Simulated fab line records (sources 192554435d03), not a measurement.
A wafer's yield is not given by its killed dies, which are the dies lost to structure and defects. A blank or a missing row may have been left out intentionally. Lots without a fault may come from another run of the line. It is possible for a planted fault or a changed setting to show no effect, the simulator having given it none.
Matching of chambers	flow n5_finfet	rie_diel-03 running N5_BEOL_M8_DESCUM_33: 4 sister chambers
The step chemistry O2, time 7 s. 20 wafers are shown with their chamber, then 10 later ones without.

WAFERS, EACH WITH ITS CHAMBER
wafer	chamber	showerhead_plenum_p_Torr (Torr)	drypump_motor_current_A (A)	throttle_valve_pct (%)
L078.1	1	2.04	6.0	20.40
L078.3	3	2.05	5.8	20.02
L078.5	3	2.05	5.8	20.02
L079.1	3	2.04	5.7	20.05
L079.2	1	2.03	6.0	20.40
L079.4	0	2.13	5.9	20.50
L080.1	1	2.03	6.0	20.40
L080.3	0	2.13	5.8	20.49
L080.4	3	2.04	5.7	20.04
L082.2	2	2.12	5.3	20.42
L082.4	0	2.13	5.9	20.50
L082.6	3	2.04	5.8	20.05
L083.1	0	2.13	5.9	20.52
L083.5	2	2.12	5.3	20.39
L083.6	1	2.03	6.0	20.44
L088.2	2	2.12	5.3	20.42
L088.3	1	2.03	6.0	20.45
L088.5	0	2.13	5.9	20.52
L089.1	2	2.12	5.3	20.45
L089.2	3	2.04	5.7	20.07

SIGNATURES, as means of the wafers listed above
reading	chamber 0	chamber 1	chamber 2	chamber 3	scatter within a chamber
showerhead_plenum_p_Torr	2.1300	2.0320	2.1200	2.0433	0.00365
drypump_motor_current_A	5.880	6.000	5.300	5.750	0.0379
throttle_valve_pct	20.5060	20.4180	20.4200	20.0417	0.0207
Rule: for a wafer and a chamber, the distance is found by dividing, reading by reading, the gap between the wafer's reading and the chamber's mean by the reading's scatter, squaring, summing and taking the root. If the next closest chamber is less than 2 further off than the closest, the wafer can't be placed; otherwise it belongs to the closest. The scatter: take each reading less its chamber's mean, square it, sum over the shown wafers, divide by the number of wafers less the number of chambers, and take the root.

WAFERS MISSING THEIR CHAMBER
wafer	showerhead_plenum_p_Torr (Torr)	drypump_motor_current_A (A)	throttle_valve_pct (%)
L089.4	2.03	6.0	20.44
L092.2	2.03	5.8	20.07
L092.4	2.12	5.9	20.56
L092.6	2.03	5.8	20.08
L095.1	2.12	5.9	20.56
L095.3	2.03	5.8	20.11
L095.4	2.02	6.0	20.47
L094.1	2.11	5.3	20.47
L094.4	2.02	6.0	20.48
L094.6	2.12	5.9	20.56

CHAMBER TAKEN BY EACH
wafer	from the rows above	in truth
L089.4	1	1
L092.2	3	3
L092.4	0	0
L092.6	3	3
L095.1	0	0
L095.3	3	3
L095.4	1	1
L094.1	2	2
L094.4	1	1
L094.6	0	0
Correct placement for 10 of the 10. Number that these rows cannot place: 0. Wrongly placed: 0.
